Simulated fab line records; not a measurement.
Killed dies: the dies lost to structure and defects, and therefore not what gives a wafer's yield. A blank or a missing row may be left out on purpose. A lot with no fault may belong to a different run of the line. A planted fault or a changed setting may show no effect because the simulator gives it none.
Chamber matching | flow nandHarc | rieDiel-08 running NHARC_A_BLC_STRIP_29: 4 sister chambers
The step strips in CF4. 4 wafers are shown with their chamber, then 7 later ones without.

## WAFERS WITH THEIR CHAMBER
wafer  | chamber | showerheadPlenumPTorr (Torr)
L075.1 | 3       | 1.65
L081.2 | 2       | 1.75
L086.4 | 0       | 1.84
L086.5 | 1       | 1.87

## WAFERS MISSING THEIR CHAMBER
wafer  | showerheadPlenumPTorr (Torr)
L086.6 | 1.84
L089.3 | 1.75
L089.5 | 1.75
L089.6 | 1.86
L096.2 | 1.86
L096.3 | 1.84
L096.5 | 1.84

## WHICH CHAMBER EACH WENT THROUGH
wafer  | from the rows above     | in truth
L086.6 | 0                       | 0
L089.3 | 2                       | 2
L089.5 | 2                       | 2
L089.6 | can't be placed: 1 or 0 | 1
L096.2 | can't be placed: 1 or 0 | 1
L096.3 | 0                       | 0
L096.5 | 0                       | 0
Correct placement for 5 of the 7. Unplaceable from these rows: 2, with the true chamber sitting among the candidates in 2. 0 placed wrongly.
How it was worked out, from the rows above alone: a wafer's distance from a chamber is the root of the sum, over the readings, of the square of ((its reading less the chamber's mean) divided by the reading's scatter). If the next closest chamber is less than 2 further off than the closest, the wafer can't be placed; otherwise it belongs to the closest. The mean given for a chamber averages the wafers shown for that chamber. The scatter (one wafer shown for each chamber): square how far every hidden wafer sits from the nearest shown wafer, average those squares and take the square root.
